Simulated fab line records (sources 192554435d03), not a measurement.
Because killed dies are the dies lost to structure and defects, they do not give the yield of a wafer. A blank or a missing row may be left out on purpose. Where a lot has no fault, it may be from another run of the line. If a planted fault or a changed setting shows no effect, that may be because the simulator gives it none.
fab line records -- flow n5_finfet
[record] lots = 7, wafers = 21
route steps=1938 shown HKMG_FIN@395 GATE_CUT@479 MOL_CONTACT_COAG@538 BEOL_M0_SAQP@663
start_h: start of the lot's first displayed wafer, in hours after the record's first day -- wait_h: hours since the lot's step before -- " the same as in the row above -- L1.1+2: several wafers, shown together as one row -- - no value, or no start was given -- * or withheld: withheld -- < > ~ a bound
route shown NAME@n: names a module that has steps shown in the file, with the first one's number in the route -- usual: mean and standard deviation over wafers with no fault -- same: alike in all rows -- chamber/n: place in a boat -- sites: each site's reading -- _std_site: their standard deviation -- _edge_site: the outer-site mean with the inner-site mean subtracted -- radius_mm: how far each site lies from the wafer's centre -- mask NAME#n: copy n -- behind: tool/chamber where the wafer was last shaped -- hold: reason for holding the lot/hours on hold/outcome of the hold -- device: which transistor (n, p or np) failed to switch -- end of line: the same wafers' tests at the end of the route -- a step given without rows: its recipe and nothing more -- killed: dies that structure and defects cost at the first sort, which is not the same as the wafer's yield -- map: shows each die of a wafer: x if killed, . if not, _ if none is there
set.NAME: the setting the step ran with; set.NAME@STEP: the setting that earlier step ran with -- model.NAME: the simulator's own value behind a step, which no gauge read
one table per step and one row per wafer, for lots whose settings were changed on purpose
[[steps]]
[step N5_HKMG_FIN_EXPOSE_46]
[recipe] mask_id = NDIPOLE, na = 1.35, source_shape = conventional, sigma_outer = 0.8, polarization = unpolarized, dose_mj = 40
lot.wafer,tool,chamber,start_h,wait_h,mask,set.dose_mj
L075.2+4+5,arfi_scanner-03,0,80.52,-,NDIPOLE#0,40
L081.4+5+6,arfi_scanner-03,0,115.11,-,NDIPOLE#0,40
L082.2+6,arfi_scanner-01,0,124.79,-,NDIPOLE#0,41.72
L082.3,arfi_scanner-01,0,124.79,-,NDIPOLE#0,40
L085.1+2,arfi_scanner-02,0,145.49,-,NDIPOLE#0,38.19
L085.5,arfi_scanner-02,0,145.49,-,NDIPOLE#0,40
L088.2+5,arfi_scanner-03,0,155.41,-,NDIPOLE#0,38.79
L088.6,arfi_scanner-03,0,155.41,-,NDIPOLE#0,40
L093.2+4+6,arfi_scanner-01,0,190.49,-,NDIPOLE#0,40
L095.1+4,arfi_scanner-03,0,203.26,-,NDIPOLE#0,42.36
L095.3,arfi_scanner-03,0,203.26,-,NDIPOLE#0,40
[step N5_HKMG_FIN_PEB_47]
[recipe] peb_temp_c = withheld, peb_time_s = 60, resist = CAR-ArF
[step N5_HKMG_FIN_DEVELOP_48]
[recipe] develop_time_s = 30, developer = TMAH, resist = CAR-ArF, rinse_liquid = diw, dry = air_spin, dev_temp_c = 23
[step N5_HKMG_FIN_CD_MEAS_49]
[recipe] target_cd_nm = 202, landing_energy_ev = 500, detector = se_inlens, polarity = opening
[usual] cd_nm = 202.1/0.61
lot.wafer,tool,chamber,start_h,wait_h,set.dose_mj@HKMG_FIN_EXPOSE_46,cd_nm
L075.2,cd_sem-01,0,80.63,-,40,202.5
L075.4,cd_sem-01,0,80.63,-,40,202.3
L075.5,cd_sem-01,0,80.63,-,40,202.6
L081.4,cd_sem-01,0,115.22,-,40,202.4
L081.5,cd_sem-01,0,115.22,-,40,203.4
L081.6,cd_sem-01,0,115.22,-,40,203.3
L082.2,cd_sem-01,0,124.91,-,41.72,204.1
L082.3,cd_sem-01,0,124.91,-,40,201.8
L082.6,cd_sem-01,0,124.91,-,41.72,204.4
L085.1,cd_sem-01,0,145.61,-,38.19,199.5
L085.2,cd_sem-01,0,145.61,-,38.19,199.9
L085.5,cd_sem-01,0,145.61,-,40,202.1
L088.2,cd_sem-02,0,155.53,-,38.79,199.7
L088.5,cd_sem-02,0,155.53,-,38.79,200.3
L088.6,cd_sem-02,0,155.53,-,40,201.2
L093.2,cd_sem-02,0,190.61,-,40,202.3
L093.4,cd_sem-02,0,190.61,-,40,202.9
L093.6,cd_sem-02,0,190.61,-,40,202.5
L095.1,cd_sem-03,0,203.39,-,42.36,205.2
L095.3,cd_sem-03,0,203.39,-,40,202.6
L095.4,cd_sem-03,0,203.39,-,42.36,205.3
[step N5_HKMG_FIN_ETCH_54]
[recipe] chemistry = CF4, target = SiARC, target_depth_a = 455, mask_material = CAR-ArF, time_s = 75.8, ion_energy_ev = 80, pressure_mtorr = 40, source_w = 545, bias_w = 36, Ar_flow_sccm = 100, cf4_flow_sccm = 100, ends = cleared
[usual] rf_vpp_V = 184.2/1.2
lot.wafer,tool,chamber,start_h,wait_h,set.bias_w,set.dose_mj@HKMG_FIN_EXPOSE_46,rf_vpp_V,model.HKMG_FIN.cd_offset_nm
L075.2,rie_diel-06,3,80.89,0.0,36,40,185.6,0.6
L075.4,rie_diel-06,2,80.89,0.0,36,40,183.9,0.4
L075.5,rie_diel-06,3,80.89,0.0,36,40,186.0,0.2
L081.4,rie_diel-05,1,115.37,0.0,38.78,40,194.0,0.2
L081.5,rie_diel-05,3,115.37,0.0,36,40,184.1,1.2
L081.6,rie_diel-05,2,115.37,0.0,36,40,182.1,0.8
L082.2,rie_diel-06,2,125.04,0.0,36,41.72,182.9,2.2
L082.3,rie_diel-06,3,125.04,0.0,41.17,40,201.5,-0.4
L082.6,rie_diel-06,1,125.04,0.0,41.17,41.72,198.8,2.2
L085.1,rie_diel-06,1,145.74,0.0,36,38.19,182.1,-2.4
L085.2,rie_diel-06,0,145.74,0.0,36,38.19,184.7,-2.4
L085.5,rie_diel-06,0,145.74,0.0,36,40,184.4,0.4
L088.2,rie_diel-06,3,155.65,0.0,36,38.79,187.2,-1.8
L088.5,rie_diel-06,0,155.65,0.0,36,38.79,185.1,-1.8
L088.6,rie_diel-06,1,155.65,0.0,36,40,183.1,-0.2
L093.2,rie_diel-02,3,190.89,0.0,36,40,182.7,0.4
L093.4,rie_diel-02,0,190.89,0.0,36,40,184.4,0.6
L093.6,rie_diel-02,2,190.89,0.0,36,40,184.3,0.4
L095.1,rie_diel-02,0,204.05,0.0,33.92,42.36,177.5,3.4
L095.3,rie_diel-02,3,204.05,0.0,33.92,40,176.3,0.4
L095.4,rie_diel-02,2,204.05,0.0,36,42.36,184.8,3.8
[step N5_HKMG_FIN_ETCH_55]
[recipe] chemistry = N2/H2, target = SOC, target_depth_a = 2400, temp_c = 40, time_s = 300, ion_energy_ev = 200, mask_material = SiARC, pressure_mtorr = 30, source_w = 840, bias_w = 150, n2_flow_sccm = 200, h2_flow_sccm = 200
[step N5_HKMG_FIN_STRIP_56]
[recipe] chemistry = N2/H2, temp_c = 40, n2_flow_sccm = 200, h2_flow_sccm = 200, rf_frequency_hz = 6e+07
[step N5_HKMG_FIN_STRIP_57]
[recipe] chemistry = CF4, resist = SiARC, power_w = 300, bias_power_w = 75, pressure_mtorr = 50, cf4_flow_sccm = 150, rf_frequency_hz = 6e+07
[step N5_HKMG_FIN_ETCH_58]
[recipe] chemistry = N2/H2, target = SOC, target_depth_a = 2158, ion_energy_ev = 50, bias_w = 13, time_s = 741, pressure_mtorr = 30, source_w = 875, n2_flow_sccm = 200, h2_flow_sccm = 200
lot.wafer,tool,chamber,start_h,wait_h,set.dose_mj@HKMG_FIN_EXPOSE_46,model.HKMG_FIN.cd_offset_nm
L075.2,rie_diel-06,3,81.16,0.0,40,0.8
L075.4,rie_diel-06,2,81.16,0.0,40,-0.4
L075.5,rie_diel-06,3,81.16,0.0,40,0.2
L081.4+6,rie_diel-05,"1,2",115.82,0.2,40,0.4
L081.5,rie_diel-05,3,115.82,0.2,40,0.8
L082.2+6,rie_diel-06,"2,1",125.30,0.0,41.72,2
L082.3,rie_diel-06,3,125.30,0.0,40,-0.2
L085.1,rie_diel-06,1,146.00,0.0,38.19,-2.8
L085.2,rie_diel-06,0,146.00,0.0,38.19,-2.4
L085.5,rie_diel-06,0,146.00,0.0,40,0.6
L088.2+5,rie_diel-06,"3,0",155.92,0.0,38.79,-1.8
L088.6,rie_diel-06,1,155.92,0.0,40,-0.2
L093.2+4,rie_diel-02,"3,0",191.16,0.0,40,0.6
L093.6,rie_diel-02,2,191.16,0.0,40,-0.2
L095.1,rie_diel-02,0,204.31,0.0,42.36,3.4
L095.3,rie_diel-02,3,204.31,0.0,40,0
L095.4,rie_diel-02,2,204.31,0.0,42.36,3.2
[step N5_GATE_CUT_COAT_35]
[recipe] resist = SiARC, temp_c = 220, time_s = 60, spin_rpm = 1500, resist_thk_nm = 10
lot.wafer,tool,chamber,start_h,wait_h,set.spin_rpm,model.SiARC_of_GATE_CUT_COAT_35.thk_nm
L075.2+5,litho_track-04,0,-,-,1443,10.2
L075.4,litho_track-04,0,-,-,1500,10
L081.4,litho_track-03,0,-,-,1370,10.4
L081.5,litho_track-03,0,-,-,1370,10.6
L081.6,litho_track-03,0,-,-,1500,10
L082.2+6,litho_track-03,0,-,-,1500,10
L082.3,litho_track-03,0,-,-,1339,10.6
L085.1+5,litho_track-04,0,-,-,1416,10.2
L085.2,litho_track-04,0,-,-,1500,10
L088.2+5+6,litho_track-05,0,-,-,1500,10
L093.2+4+6,litho_track-04,0,-,-,1500,10
L095.1+3+4,litho_track-03,0,-,-,1500,10
[step N5_GATE_CUT_COAT_27]
[recipe] resist = underlayer, temp_c = 205, time_s = 60, spin_rpm = 1500, resist_thk_nm = 10
[step N5_GATE_CUT_COAT_07]
[recipe] resist = CAR-EUV, spin_rpm = 1500, resist_thk_nm = 30
[step N5_GATE_CUT_DESCUM_18]
[recipe] chemistry = O2, time_s = 7, source_power_w = 50, bias_power_w = 20, pressure_mtorr = 20, rf_frequency_hz = 2.712e+07, temp_c = 40, resist = CAR-EUV, o2_flow_sccm = 225
[step N5_GATE_CUT_ETCH_28]
[recipe] chemistry = N2/H2, target = underlayer, target_depth_a = 130, mask_material = CAR-EUV, time_s = 10.4, ion_energy_ev = 200, pressure_mtorr = 30, source_w = 840, bias_w = 150, n2_flow_sccm = 200, h2_flow_sccm = 200, ends = cleared
[step N5_GATE_CUT_ETCH_36]
[recipe] chemistry = CF4, target = SiARC, target_depth_a = 130, mask_material = CAR-EUV, time_s = 21.7, ion_energy_ev = 80, pressure_mtorr = 40, source_w = 545, bias_w = 36, Ar_flow_sccm = 100, cf4_flow_sccm = 100, ends = cleared
[usual] etch_rf_on_time_s = 21.63/0.3
lot.wafer,tool,chamber,start_h,wait_h,set.spin_rpm@GATE_CUT_COAT_35,etch_rf_on_time_s,model.etch.depth_nm,model.CAR-EUV_of_GATE_CUT_COAT_07.thk_nm
L075.2,rie_diel-01,1,93.20,0.0,1443,22.44,10.2,6.8
L075.4,rie_diel-01,2,93.20,0.0,1500,21.82,10.03,7
L075.5,rie_diel-01,1,93.20,0.0,1443,22.59,10.22,6.8
L081.4,rie_diel-04,1,127.14,0.0,1370,22.88,10.49,6.4
L081.5,rie_diel-04,3,127.14,0.0,1370,22.70,10.53,6.4
L081.6,rie_diel-04,0,127.14,0.0,1500,21.62,10.05,6.8
L082.2,rie_diel-04,3,137.86,0.0,1500,21.68,10.01,7
L082.3,rie_diel-04,0,137.86,0.0,1339,22.94,10.66,6.4
L082.6,rie_diel-04,3,137.86,0.0,1500,21.70,10.04,6.8
L085.1,rie_diel-04,2,157.99,0.0,1416,22.38,10.29,6.8
L085.2,rie_diel-04,3,157.99,0.0,1500,21.72,9.999,7
L085.5,rie_diel-04,3,157.99,0.0,1416,22.29,10.27,6.8
L088.2,rie_diel-04,1,167.88,0.0,1500,21.27,10.03,7
L088.5,rie_diel-04,1,167.88,0.0,1500,21.06,9.997,7.2
L088.6,rie_diel-04,3,167.88,0.0,1500,21.75,10.01,7
L093.2,rie_diel-01,3,202.75,0.0,1500,21.44,10.02,7
L093.4,rie_diel-01,1,202.75,0.0,1500,20.93,10.01,7
L093.6,rie_diel-01,3,202.75,0.0,1500,21.41,10.01,7.2
L095.1,rie_diel-03,0,216.12,0.0,1500,21.11,9.973,6.8
L095.3,rie_diel-03,3,216.12,0.0,1500,21.49,10.03,7
L095.4,rie_diel-03,2,216.12,0.0,1500,21.47,10.01,7
[step N5_GATE_CUT_ETCH_37]
[recipe] chemistry = N2/H2, target = SOC, target_depth_a = 600, overetch_a = 120, mask_material = SiARC, temp_c = 40, time_s = 90, ion_energy_ev = 200, pressure_mtorr = 30, source_w = 840, bias_w = 150, n2_flow_sccm = 200, h2_flow_sccm = 200
lot.wafer,tool,chamber,start_h,wait_h,set.spin_rpm@GATE_CUT_COAT_35,model.SiARC_of_GATE_CUT_COAT_35.thk_nm
L075.2+5,rie_diel-01,1,93.23,0.0,1443,6.2
L075.4,rie_diel-01,2,93.23,0.0,1500,6
L081.4+5,rie_diel-04,"1,3",127.19,0.0,1370,6.6
L081.6,rie_diel-04,0,127.19,0.0,1500,6.2
L082.2+6,rie_diel-04,3,137.89,0.0,1500,6
L082.3,rie_diel-04,0,137.89,0.0,1339,6.6
L085.1+5,rie_diel-04,"2,3",158.02,0.0,1416,6.2
L085.2,rie_diel-04,3,158.02,0.0,1500,6
L088.2+5+6,rie_diel-04,"1,1,3",167.91,0.0,1500,6
L093.2,rie_diel-01,3,202.78,0.0,1500,6
L093.4+6,rie_diel-01,"1,3",202.78,0.0,1500,5.8
L095.1+3+4,rie_diel-03,"0,3,2",216.15,0.0,1500,6
[step N5_MOL_CONTACT_COAG_ETCH_110]
[recipe] chemistry = CF4/O2, target = Si, target_depth_a = 25, time_s = 8, pressure_mtorr = 100, source_w = 200, bias_w = 12, ion_energy_ev = 60, Ar_flow_sccm = 100, cf4_flow_sccm = 100, O2_flow_sccm = 10
[usual] rf_vpp_V = 128.2/1.7
lot.wafer,tool,chamber,start_h,wait_h,set.source_w,rf_vpp_V,model.etch.depth_nm
L075.2,rie_diel-06,1,98.38,0.0,219.4,119.1,2.704
L075.4,rie_diel-06,0,98.38,0.0,219.4,118.2,2.657
L075.5,rie_diel-06,3,98.38,0.0,200,130.6,2.562
L081.4,rie_diel-02,1,131.74,0.0,165,144.7,2.11
L081.5,rie_diel-02,0,131.74,0.0,165,146.0,2.127
L081.6,rie_diel-02,3,131.74,0.0,165,145.8,2.066
L082.2,rie_diel-02,3,141.91,0.0,188,133.1,2.291
L082.3,rie_diel-02,2,141.91,0.0,188,136.5,2.342
L082.6,rie_diel-02,1,141.91,0.0,200,127.3,2.523
L085.1,rie_diel-06,1,162.58,0.0,200,127.0,2.48
L085.2,rie_diel-06,0,162.58,0.0,219.9,118.9,2.687
L085.5,rie_diel-06,3,162.58,0.0,219.9,122.0,2.764
L088.2,rie_diel-06,0,171.89,0.0,168.7,139.4,2.133
L088.5,rie_diel-06,0,171.89,0.0,168.7,139.1,2.138
L088.6,rie_diel-06,3,171.89,0.0,200,130.3,2.559
L093.2,rie_diel-06,3,207.36,0.0,200,129.3,2.545
L093.4,rie_diel-06,3,207.36,0.0,200,130.7,2.555
L093.6,rie_diel-06,1,207.36,0.0,200,128.6,2.565
L095.1,rie_diel-05,3,220.55,0.0,170.1,141.3,2.126
L095.3,rie_diel-05,0,220.55,0.0,170.1,141.7,2.213
L095.4,rie_diel-05,1,220.55,0.0,170.1,144.8,2.18
[step N5_MOL_CONTACT_COAG_VIA_ETCH_46]
[recipe] chemistry = C4F6/O2, target_depth_a = 460, overetch_a = 92, mask_material = SOC, target = SiO2, bias_w = 455, pressure_mtorr = 10, time_s = 40, source_w = 325, Ar_flow_sccm = 300, C4F6_flow_sccm = 10, O2_flow_sccm = 10, ion_energy_ev = 575.3, ends = end_point
[usual] rf_vpp_V = 1597/17
lot.wafer,tool,chamber,start_h,wait_h,set.bias_w,rf_vpp_V
L075.2,rie_diel-05,1,107.44,0.0,405,1489
L075.4,rie_diel-05,3,107.44,0.0,455,1597
L075.5,rie_diel-05,1,107.44,0.0,455,1626
L081.4,rie_diel-05,0,141.70,0.0,505.3,1708
L081.5,rie_diel-05,0,141.70,0.0,455,1581
L081.6,rie_diel-05,3,141.70,0.0,505.3,1729
L082.2,rie_diel-05,1,156.97,0.0,455,1626
L082.3,rie_diel-05,3,156.97,0.0,495.7,1702
L082.6,rie_diel-05,3,156.97,0.0,455,1599
L085.1,rie_diel-02,0,177.28,0.0,491,1693
L085.2,rie_diel-02,2,177.28,0.0,491,1712
L085.5,rie_diel-02,1,177.28,0.0,491,1689
L088.2,rie_diel-06,1,183.99,0.0,384.5,1419
L088.5,rie_diel-06,0,183.99,0.0,384.5,1376
L088.6,rie_diel-06,1,183.99,0.0,455,1608
L093.2,rie_diel-02,1,217.81,0.0,455,1596
L093.4,rie_diel-02,2,217.81,0.0,455,1615
L093.6,rie_diel-02,1,217.81,0.0,455,1597
L095.1,rie_diel-05,2,231.18,0.0,395.2,1438
L095.3,rie_diel-05,1,231.18,0.0,455,1624
L095.4,rie_diel-05,3,231.18,0.0,455,1597
[step N5_MOL_CONTACT_COAG_COAT_64]
[recipe] resist = underlayer, temp_c = 205, time_s = 60, spin_rpm = 1500, resist_thk_nm = 10
lot.wafer,tool,chamber,start_h,wait_h,set.spin_rpm,model.underlayer_of_MOL_CONTACT_COAG_COAT_64.thk_nm
L075.2,litho_track-05,0,-,-,1414,10.2
L075.4,litho_track-05,0,-,-,1500,10
L075.5,litho_track-05,0,-,-,1414,10.4
L081.4+5,litho_track-05,0,-,-,1500,10
L081.6,litho_track-05,0,-,-,1394,10.4
L082.2+3,litho_track-02,0,-,-,1500,10
L082.6,litho_track-02,0,-,-,1362,10.4
L085.1+2,litho_track-01,0,-,-,1581,9.8
L085.5,litho_track-01,0,-,-,1500,10
L088.2,litho_track-02,0,-,-,1500,10
L088.5+6,litho_track-02,0,-,-,1568,9.8
L093.2+4+6,litho_track-01,0,-,-,1500,10
L095.1+3+4,litho_track-02,0,-,-,1500,10
[step N5_MOL_CONTACT_COAG_COAT_34]
[recipe] resist = CAR-EUV, spin_rpm = 1500, resist_thk_nm = 40
[step N5_MOL_CONTACT_COAG_EBR_36]
[recipe] solvent = PGMEA, ebr_width_mm = 1.5
[step N5_MOL_CONTACT_COAG_DESCUM_45]
[recipe] chemistry = O2, time_s = 7, source_power_w = 50, bias_power_w = 20, pressure_mtorr = 20, rf_frequency_hz = 2.712e+07, temp_c = 40, resist = CAR-EUV, o2_flow_sccm = 225
[step N5_MOL_CONTACT_COAG_ETCH_65]
[recipe] chemistry = N2/H2, target = underlayer, target_depth_a = 130, mask_material = CAR-EUV, time_s = 10.4, ion_energy_ev = 200, pressure_mtorr = 30, source_w = 840, bias_w = 150, n2_flow_sccm = 200, h2_flow_sccm = 200, ends = cleared
lot.wafer,tool,chamber,start_h,wait_h,set.spin_rpm@MOL_CONTACT_COAG_COAT_64,model.CAR-EUV_of_MOL_CONTACT_COAG_COAT_34.thk_nm,model.etch.depth_nm
L075.2,rie_diel-06,0,108.25,0.0,1414,24.4,10.29
L075.4,rie_diel-06,3,108.25,0.0,1500,24.8,10.04
L075.5,rie_diel-06,1,108.25,0.0,1414,24.4,10.3
L081.4,rie_diel-05,3,142.52,0.0,1500,24.6,10.03
L081.5,rie_diel-05,3,142.52,0.0,1500,24.8,10.02
L081.6,rie_diel-05,2,142.52,0.0,1394,24.2,10.39
L082.2,rie_diel-05,1,157.92,0.0,1500,24.8,9.97
L082.3,rie_diel-05,3,157.92,0.0,1500,24.6,9.986
L082.6,rie_diel-05,1,157.92,0.0,1362,24.2,10.46
L085.1,rie_diel-05,3,178.12,0.0,1581,24.8,9.804
L085.2,rie_diel-05,0,178.12,0.0,1581,24.8,9.809
L085.5,rie_diel-05,2,178.12,0.0,1500,24.4,10.05
L088.2,rie_diel-02,0,184.82,0.0,1500,24.6,9.981
L088.5,rie_diel-02,1,184.82,0.0,1568,24.8,9.737
L088.6,rie_diel-02,3,184.82,0.0,1568,25,9.738
L093.2,rie_diel-06,0,218.85,0.0,1500,24.6,9.965
L093.4,rie_diel-06,3,218.85,0.0,1500,24.6,10.02
L093.6,rie_diel-06,2,218.85,0.0,1500,24.6,10.01
L095.1,rie_diel-02,1,232.12,0.0,1500,24.6,10.01
L095.3,rie_diel-02,2,232.12,0.0,1500,24.8,9.975
L095.4,rie_diel-02,1,232.12,0.0,1500,24.6,9.997
[step N5_MOL_CONTACT_COAG_ETCH_66]
[recipe] chemistry = CF4, target = SiARC, target_depth_a = 130, mask_material = CAR-EUV, time_s = 21.7, ion_energy_ev = 80, pressure_mtorr = 40, source_w = 545, bias_w = 36, Ar_flow_sccm = 100, cf4_flow_sccm = 100, ends = cleared
lot.wafer,tool,chamber,start_h,wait_h,set.spin_rpm@MOL_CONTACT_COAG_COAT_64,model.CAR-EUV_of_MOL_CONTACT_COAG_COAT_34.thk_nm
L075.2+5,rie_diel-06,"0,1",108.27,0.0,1414,16.8
L075.4,rie_diel-06,3,108.27,0.0,1500,17.2
L081.4+5,rie_diel-05,3,142.54,0.0,1500,17
L081.6,rie_diel-05,2,142.54,0.0,1394,16.6
L082.2+3,rie_diel-05,"1,3",157.94,0.0,1500,17
L082.6,rie_diel-05,1,157.94,0.0,1362,16.4
L085.1,rie_diel-05,3,178.14,0.0,1581,17.2
L085.2,rie_diel-05,0,178.14,0.0,1581,17
L085.5,rie_diel-05,2,178.14,0.0,1500,16.8
L088.2,rie_diel-02,0,184.84,0.0,1500,17
L088.5+6,rie_diel-02,"1,3",184.84,0.0,1568,17.2
L093.2+4,rie_diel-06,"0,3",218.87,0.0,1500,16.8
L093.6,rie_diel-06,2,218.87,0.0,1500,17
L095.1+4,rie_diel-02,1,232.14,0.0,1500,16.8
L095.3,rie_diel-02,2,232.14,0.0,1500,17
[step N5_MOL_CONTACT_COAG_ALD_133]
[recipe] material = SiO2, target_thk_a = 50, temp_c = 100, ald_precursor_family = BDEAS, ald_co_reactant = O2-plasma, pulse_time_s = 1, co_reactant_pulse_time_s = 1, purge_time_s = 2, co_reactant_purge_time_s = 2, ald_cycles = 35, pressure_torr = 2
[step N5_MOL_CONTACT_COAG_ETCHBACK_134]
[recipe] chemistry = CHF3, target = SiO2, target_depth_a = 100, time_s = 6.7, ion_energy_ev = 200, pressure_mtorr = 30, source_w = 610, bias_w = 170, Ar_flow_sccm = 200, CHF3_flow_sccm = 50
lot.wafer,tool,chamber,start_h,wait_h,set.spin_rpm@MOL_CONTACT_COAG_COAT_64,model.CAR-EUV_of_MOL_CONTACT_COAG_COAT_34.thk_nm
L075.2+5,rie_diel-05,3,108.53,0.1,1414,15.4
L075.4,rie_diel-05,2,108.53,0.1,1500,15.8
L081.4+5,rie_diel-02,2,143.18,0.2,1500,15.6
L081.6,rie_diel-02,3,143.18,0.2,1394,15.2
L082.2+3,rie_diel-05,"1,3",158.20,0.1,1500,15.6
L082.6,rie_diel-05,0,158.20,0.1,1362,15
L085.1,rie_diel-05,2,178.87,0.1,1581,15.8
L085.2,rie_diel-05,1,178.87,0.1,1581,15.6
L085.5,rie_diel-05,1,178.87,0.1,1500,15.4
L088.2,rie_diel-06,0,185.10,0.1,1500,15.6
L088.5,rie_diel-06,3,185.10,0.1,1568,15.6
L088.6,rie_diel-06,2,185.10,0.1,1568,15.8
L093.2+4,rie_diel-05,"1,3",219.14,0.1,1500,15.4
L093.6,rie_diel-05,2,219.14,0.1,1500,15.6
L095.1+4,rie_diel-05,"0,1",232.49,0.1,1500,15.4
L095.3,rie_diel-05,2,232.49,0.1,1500,15.6
[step N5_BEOL_M0_SAQP_SPACER1_ALD_98]
[recipe] material = SiO2, target_thk_a = 128, temp_c = 300, ald_precursor_family = BDEAS, ald_co_reactant = O2-plasma, pulse_time_s = 1, purge_time_s = 2, co_reactant_purge_time_s = 2, ald_cycles = 138, pressure_torr = 2
lot.wafer,tool,chamber,start_h,wait_h,set.temp_c
L075.2,ald_sin-02,3,116.54,0.8,300
L075.4+5,ald_sin-02,"2,1",116.54,0.8,303.6
L081.4+5+6,ald_sin-03,"2,0,1",150.18,0.4,300
L082.2,ald_sin-01,1,166.12,0.3,304.2
L082.3+6,ald_sin-01,"2,1",166.12,0.3,300
L085.1+5,ald_sin-03,"0,2",186.04,0.3,293.4
L085.2,ald_sin-03,3,186.04,0.3,300
L088.2+6,ald_sin-02,0,195.99,0.4,300
L088.5,ald_sin-02,1,195.99,0.4,291
L093.2+4+6,ald_sin-03,"2,3,2",227.90,0.6,300
L095.1+4,ald_sin-01,"2,3",241.48,2.2,296.2
L095.3,ald_sin-01,0,241.48,2.2,300
[step N5_BEOL_M0_SAQP_SPACER1_ETCHBACK_99]
[recipe] chemistry = CHF3/O2, mode = anisotropic_etchback, target = SiO2, target_depth_a = 154, time_s = 7.7, pressure_mtorr = 30, source_w = 650, bias_w = 170, Ar_flow_sccm = 200, CHF3_flow_sccm = 50, O2_flow_sccm = 5, ion_energy_ev = 200
[step N5_BEOL_M0_SAQP_MANDREL1_REMOVE_100]
[recipe] chemistry = HBr/Cl2/O2, bt_time_s = 10, target = a-Si, stop_on = SiNx, endpoint = OES-SiCl, over_etch_frac = 0.85, icp_w = 600, bias_w = 30, HBr_flow_sccm = 150, Cl2_flow_sccm = 80, O2_flow_sccm = 5, pressure_mtorr = 10
lot.wafer,tool,chamber,start_h,wait_h,set.temp_c@BEOL_M0_SAQP_SPACER1_ALD_98,model.BEOL_M0_SAQP.cd_nm
L075.2,rie_si-06,1,117.10,0.1,300,12.8
L075.4+5,rie_si-06,0,117.10,0.1,303.6,12.8
L081.4+5+6,rie_si-02,"3,0,3",150.51,0.0,300,12.8
L082.2,rie_si-02,0,166.68,0.1,304.2,12.6
L082.3+6,rie_si-02,3,166.68,0.1,300,12.8
L085.1+5,rie_si-02,"2,3",186.61,0.1,293.4,13
L085.2,rie_si-02,1,186.61,0.1,300,12.8
L088.2,rie_si-05,1,196.55,0.1,300,12.8
L088.5,rie_si-05,3,196.55,0.1,291,13.2
L088.6,rie_si-05,0,196.55,0.1,300,13
L093.2+4+6,rie_si-02,"2,3,3",228.55,0.1,300,12.8
L095.1+4,rie_si-02,"3,0",242.04,0.1,296.2,13
L095.3,rie_si-02,2,242.04,0.1,300,12.8
[[key]]
[split] step = N5_HKMG_FIN_EXPOSE_46, setting = dose_mj, stated = 40, by = wafer
[response] step = N5_HKMG_FIN_CD_MEAS_49, reading = cd_nm, change = +0.497, per = 1%, r = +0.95
[response] step = N5_HKMG_FIN_ETCH_54, reading = model.HKMG_FIN.cd_offset_nm, change = +0.574, per = 1%, r = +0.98
[response] step = N5_HKMG_FIN_ETCH_58, reading = model.HKMG_FIN.cd_offset_nm, change = +0.582, per = 1%, r = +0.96
[split] step = N5_HKMG_FIN_ETCH_54, setting = bias_w, stated = 36, by = wafer
[response] step = N5_HKMG_FIN_ETCH_54, reading = rf_vpp_V, change = +1.26, per = 1%, r = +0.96
[split] step = N5_GATE_CUT_COAT_35, setting = spin_rpm, stated = 1500, by = wafer
[response] step = N5_GATE_CUT_COAT_35, reading = model.SiARC_of_GATE_CUT_COAT_35.thk_nm, change = -0.0536, per = 1%, r = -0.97
[response] step = N5_GATE_CUT_ETCH_36, reading = etch_rf_on_time_s, change = *, per = 1%, r = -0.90
[response] step = N5_GATE_CUT_ETCH_36, reading = model.etch.depth_nm, change = -0.0551, per = 1%, r = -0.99
[response] step = N5_GATE_CUT_ETCH_36, reading = model.CAR-EUV_of_GATE_CUT_COAT_07.thk_nm, change = +0.0454, per = 1%, r = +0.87
[response] step = N5_GATE_CUT_ETCH_37, reading = model.SiARC_of_GATE_CUT_COAT_35.thk_nm, change = -0.0499, per = 1%, r = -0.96
[split] step = N5_MOL_CONTACT_COAG_ETCH_110, setting = source_w, stated = 200, by = wafer
[response] step = N5_MOL_CONTACT_COAG_ETCH_110, reading = rf_vpp_V, change = -0.772, per = 1%, r = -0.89
[response] step = N5_MOL_CONTACT_COAG_ETCH_110, reading = model.etch.depth_nm, change = +0.0242, per = 1%, r = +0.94
[split] step = N5_MOL_CONTACT_COAG_VIA_ETCH_46, setting = bias_w, stated = 455, by = wafer
[response] step = N5_MOL_CONTACT_COAG_VIA_ETCH_46, reading = rf_vpp_V, change = +12.5, per = 1%, r = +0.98
[split] step = N5_MOL_CONTACT_COAG_COAT_64, setting = spin_rpm, stated = 1500, by = wafer
[response] step = N5_MOL_CONTACT_COAG_COAT_64, reading = model.underlayer_of_MOL_CONTACT_COAG_COAT_64.thk_nm, change = -0.047, per = 1%, r = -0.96
[response] step = N5_MOL_CONTACT_COAG_ETCH_65, reading = model.CAR-EUV_of_MOL_CONTACT_COAG_COAT_34.thk_nm, change = +0.0642, per = 1%, r = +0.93
[response] step = N5_MOL_CONTACT_COAG_ETCH_65, reading = model.etch.depth_nm, change = -0.05, per = 1%, r = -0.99
[response] step = N5_MOL_CONTACT_COAG_ETCH_66, reading = model.CAR-EUV_of_MOL_CONTACT_COAG_COAT_34.thk_nm, change = +0.0606, per = 1%, r = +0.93
[response] step = N5_MOL_CONTACT_COAG_ETCHBACK_134, reading = model.CAR-EUV_of_MOL_CONTACT_COAG_COAT_34.thk_nm, change = +0.0585, per = 1%, r = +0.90
[split] step = N5_BEOL_M0_SAQP_SPACER1_ALD_98, setting = temp_c, stated = 300, by = wafer
[response] step = N5_BEOL_M0_SAQP_MANDREL1_REMOVE_100, reading = model.BEOL_M0_SAQP.cd_nm, change = -0.0994, per = 1%, r = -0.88
